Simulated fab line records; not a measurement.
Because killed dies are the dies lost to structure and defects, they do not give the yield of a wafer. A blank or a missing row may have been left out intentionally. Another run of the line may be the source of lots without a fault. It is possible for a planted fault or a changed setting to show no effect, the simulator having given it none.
Which tool is to blame?    flow n5 finfet    8 lots with 24 wafers sampled at 4 steps, on a route of 1938 steps

WHAT THE GAUGES SHOWED, per wafer
N5_BEOL_M4_RC_MEAS_101. Usual: DIBL_N 36.1 mV/V, standard deviation 1.6; DIBL_P 35.7 mV/V, standard deviation 1.8; IOFF_N 0.159 nA/um, standard deviation 0.027; IOFF_P 0.21 nA/um, standard deviation 0.03; ION_N 673 uA/um, standard deviation 10; ION_P 462 uA/um, standard deviation 7.4; SS_N 71.4 mV/dec, standard deviation 0.56; SS_P 73.2 mV/dec, standard deviation 0.61; VT_N 249.7 mV, standard deviation 3; VT_P -250 mV, standard deviation 3.1.
lot   measured      on         DIBL_N (mV/V)   DIBL_P (mV/V)   IOFF_N (nA/um)     IOFF_P (nA/um)  ION_N (uA/um)  ION_P (uA/um)  SS_N (mV/dec)   SS_P (mV/dec)   VT_N (mV)          VT_P (mV)       flag
L365  day 10 17:29  prober-02  35.6 35.1 37.0  36.0 35.4 37.4  0.159 0.149 0.190  0.20 0.19 0.23  684 673 678    463 459 464    71.0 71.8 71.6  73.1 72.8 73.9  247.0 249.9 246.2  -251 -251 -249  
L366  day 10 21:25  prober-01  38.7 37.7 36.6  37.3 36.7 34.5  0.185 0.170 0.151  0.24 0.22 0.19  683 676 654    466 463 450    71.8 71.8 71.3  73.4 74.3 73.6  248.5 249.2 253.6  -250 -248 -251  
L367  day 11 04:47  prober-02  36.8 35.7 36.5  38.0 36.2 37.4  0.164 0.139 0.158  0.26 0.22 0.25  664 675 678    462 471 469    71.3 71.6 70.7  73.9 72.9 74.2  248.3 252.3 249.6  -246 -250 -245  
L369  day 11 15:17  prober-01  39.8 38.1 38.0  39.4 36.4 36.1  0.213 0.185 0.174  0.26 0.20 0.19  686 687 683    463 461 456    72.4 71.5 71.9  75.0 73.2 73.5  248.3 247.3 248.9  -249 -253 -253  
L374  day 13 17:08  prober-01  34.9 35.7 36.4  34.5 36.9 37.7  0.122 0.148 0.163  0.17 0.21 0.21  666 683 683    455 467 465    71.1 70.8 71.6  73.3 73.6 73.8  253.6 250.6 250.1  -252 -250 -251  
L356  day 13 19:43  prober-02  35.2 34.6 35.8  36.1 35.4 36.3  0.172 0.143 0.170  0.23 0.23 0.24  691 664 680    479 471 468    71.9 71.3 71.6  73.7 73.3 74.1  247.3 251.2 250.4  -247 -246 -246  
L375  day 13 21:15  prober-01  37.1 35.3 36.2  36.8 34.9 36.0  0.195 0.147 0.178  0.23 0.19 0.22  678 672 677    461 457 463    71.9 71.5 72.2  72.9 72.3 72.4  247.2 251.9 249.4  -250 -253 -250  
L376  day 15 05:43  prober-01  35.2 34.7 36.7  34.8 33.7 36.9  0.156 0.139 0.201  0.22 0.20 0.26  662 670 694    460 468 482    71.1 70.9 71.0  73.1 72.1 73.1  247.2 251.6 243.3  -244 -245 -242  

N5_BEOL_M9_INSPECT_30: inspects for defects (brightfield). Usual: raw defect count 385, standard deviation 80.
lot   measured      on                 raw defect count  flag
L365  day 12 23:58  defect inspect-02  275 315 338       
L366  day 12 23:35  defect inspect-01  357 304 282       
L367  day 13 07:49  defect inspect-02  392 403 363       
L369  day 13 14:06  defect inspect-02  405 418 497       
L374  day 15 15:11  defect inspect-01  520 442 411       
L356  day 15 15:58  defect inspect-02  363 372 451       
L375  day 15 21:12  defect inspect-02  345 599 352       
L376  day 17 05:29  defect inspect-01  381 417 336       

EACH LOT AND THE TOOL THAT RAN IT (in order: tool; ch and the chambers of the sampled wafers; start)
lot   N5_BEOL_M9_ETCH_61                  N5_BEOL_M9_STRIP_67
L365  rie diel-04 ch 0,1,3, day 12 22:46  rie diel-04 ch 0,1,3, day 12 22:58
L366  rie diel-04 ch 0,1,2, day 12 22:31  rie diel-04 ch 0,1,2, day 12 22:43
L367  rie diel-02 ch 1,2,3, day 13 05:44  rie diel-02 ch 1,2,3, day 13 05:56
L369  rie diel-04 ch 0,1,3, day 13 12:00  rie diel-04 ch 0,1,3, day 13 12:12
L374  rie diel-02 ch 0,2,3, day 15 13:56  rie diel-02 ch 0,2,3, day 15 14:08
L356  rie diel-02 ch 1,2,3, day 15 14:22  rie diel-02 ch 1,2,3, day 15 14:34
L375  rie diel-05 ch 0,1,2, day 15 18:35  rie diel-05 ch 0,1,2, day 15 18:47
L376  rie diel-04 ch 0,1,2, day 17 04:31  rie diel-04 ch 0,1,2, day 17 04:43
- N5_BEOL_M9_ETCH_61: etches SiARC in CF4, target depth 39 nm, time 65 s.
- N5_BEOL_M9_STRIP_67: strips in CF4.

WHAT THE TOOLS THEMSELVES READ (means of the sampled wafers that have a number; where no wafer has one, the mark that the record gives instead)
N5_BEOL_M9_ETCH_61. Usual: bias w 35.99 W, standard deviation 0.11; cf4 flow sccm 100.0 sccm, standard deviation 0.34; drypump motor current A 5.5 A, standard deviation 0.38; etch rf on time s 65.0 s, standard deviation 1.5; oes product au 0.67 a.u., standard deviation 0.071; rf vpp V 184.2 V, standard deviation 1.1; showerhead plenum p Torr 2.16 Torr, standard deviation 0.069; throttle valve pct 15.73 %, standard deviation 0.12.
lot   tool         bias w (W)  cf4 flow sccm (sccm)  drypump motor current A (A)  etch rf on time s (s)  oes product au (a.u.)  rf vpp V (V)  showerhead plenum p Torr (Torr)  throttle valve pct (%)  flag
L365  rie diel-04  36.01       100.1                 5.3                          66.5                   0.68                   184.3         2.18                             15.62                   
L366  rie diel-04  36.03       100.1                 5.1                          65.8                   0.66                   184.0         2.21                             15.68                   
L367  rie diel-02  35.97       100.2                 5.8                          63.6                   0.70                   184.3         2.22                             15.70                   
L369  rie diel-04  35.95       100.1                 5.3                          66.3                   0.67                   184.3         2.18                             15.64                   
L374  rie diel-02  35.95       99.7                  5.7                          64.5                   0.66                   185.0         2.22                             15.73                   
L356  rie diel-02  35.96       100.0                 5.8                          63.4                   0.68                   185.5         2.22                             15.74                   
L375  rie diel-05  36.02       100.0                 5.6                          65.2                   0.67                   184.4         2.11                             15.79                   
L376  rie diel-04  36.07       100.1                 5.2                          66.1                   0.72                   184.2         2.20                             15.59                   

N5_BEOL_M9_STRIP_67. Usual: drypump motor current A 5.5 A, standard deviation 0.38; oes product au 0.79 a.u., standard deviation 0.078; rf vpp V 271.5 V, standard deviation 1.5; showerhead plenum p Torr 1.81 Torr, standard deviation 0.056; throttle valve pct 13.69 %, standard deviation 0.13.
lot   tool         drypump motor current A (A)  oes product au (a.u.)  rf vpp V (V)  showerhead plenum p Torr (Torr)  throttle valve pct (%)  flag
L365  rie diel-04  5.3                          0.80                   271.1         1.83                             13.60                   
L366  rie diel-04  5.1                          0.77                   272.1         1.85                             13.68                   
L367  rie diel-02  5.8                          0.81                   272.1         1.85                             13.63                   
L369  rie diel-04  5.3                          0.80                   271.8         1.83                             13.62                   
L374  rie diel-02  5.7                          0.77                   272.6         1.85                             13.67                   
L356  rie diel-02  5.8                          0.79                   272.2         1.85                             13.69                   
L375  rie diel-05  5.6                          0.78                   270.3         1.77                             13.75                   
L376  rie diel-04  5.1                          0.85                   273.3         1.84                             13.54                   

THE ANSWER, worked out from the rows above alone
Rule: lot off if the mean of its wafers having a number is beyond 3 standard deviations from the usual mean. Also off: a lot with no number at a reading for which 4 or more lots have one. Any other lot the step has rows for is counted as sound. The gauges are gone through in route order, then the tools' own readings, and for those a lot's mean is taken as printed above. The first step at which some lot is off is used, and at that step the reading that is off furthest; a lot without a number counts as furthest.
Nothing can be told from this: no lot is off at any reading shown.

WHAT THE SIMULATOR HAD INSERTED
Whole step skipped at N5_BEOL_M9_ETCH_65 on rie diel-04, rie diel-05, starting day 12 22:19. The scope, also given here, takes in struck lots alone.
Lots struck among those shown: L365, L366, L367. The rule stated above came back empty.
